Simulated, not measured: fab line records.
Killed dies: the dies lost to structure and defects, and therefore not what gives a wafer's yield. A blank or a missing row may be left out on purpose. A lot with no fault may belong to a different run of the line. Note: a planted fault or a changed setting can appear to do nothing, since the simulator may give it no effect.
Matching of chambers / flow nand_harc / NHARC_A_STAIRCASE_TRIM_20 on rie_diel-02 has 4 sister chambers
The step chemistry O2, time 211.2 s. 4 wafers are shown with their chamber, then 9 later ones without.

== WAFERS WITH THEIR CHAMBER ==
wafer=L084.5; chamber=0; showerhead_plenum_p_Torr (Torr)=3.39
wafer=L086.2; chamber=1; showerhead_plenum_p_Torr (Torr)=3.30
wafer=L086.3; chamber=3; showerhead_plenum_p_Torr (Torr)=3.47
wafer=L086.5; chamber=2; showerhead_plenum_p_Torr (Torr)=3.41

== WAFERS WHOSE CHAMBER IS MISSING ==
wafer=L092.4; showerhead_plenum_p_Torr (Torr)=3.30
wafer=L092.5; showerhead_plenum_p_Torr (Torr)=3.40
wafer=L092.6; showerhead_plenum_p_Torr (Torr)=3.30
wafer=L094.1; showerhead_plenum_p_Torr (Torr)=3.29
wafer=L094.2; showerhead_plenum_p_Torr (Torr)=3.40
wafer=L094.3; showerhead_plenum_p_Torr (Torr)=3.46
wafer=L095.3; showerhead_plenum_p_Torr (Torr)=3.40
wafer=L095.4; showerhead_plenum_p_Torr (Torr)=3.29
wafer=L095.6; showerhead_plenum_p_Torr (Torr)=3.38

== THE CHAMBER EACH PASSED THROUGH ==
wafer=L092.4; from the rows above=1; in truth=1
wafer=L092.5; from the rows above=can't be placed: 0 or 2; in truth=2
wafer=L092.6; from the rows above=1; in truth=1
wafer=L094.1; from the rows above=1; in truth=1
wafer=L094.2; from the rows above=can't be placed: 0 or 2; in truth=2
wafer=L094.3; from the rows above=3; in truth=3
wafer=L095.3; from the rows above=can't be placed: 0 or 2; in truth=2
wafer=L095.4; from the rows above=1; in truth=1
wafer=L095.6; from the rows above=0; in truth=0
Placed correctly: 6 of 9. Cannot be placed on the basis of these rows: 3; the candidates contain the true chamber in 3. Number placed wrongly: 0.
How it was worked out, from the rows above alone: a wafer's distance from a chamber is the root of the sum, over the readings, of the square of ((its reading less the chamber's mean) divided by the reading's scatter). The wafer belongs to the nearest chamber; if the next one is less than 2 further off, it can't be placed. Each chamber's mean is taken over the wafers shown for it. The scatter: with one shown wafer a chamber, the root of the mean of the squares of how far each hidden wafer lies from its nearest shown one.
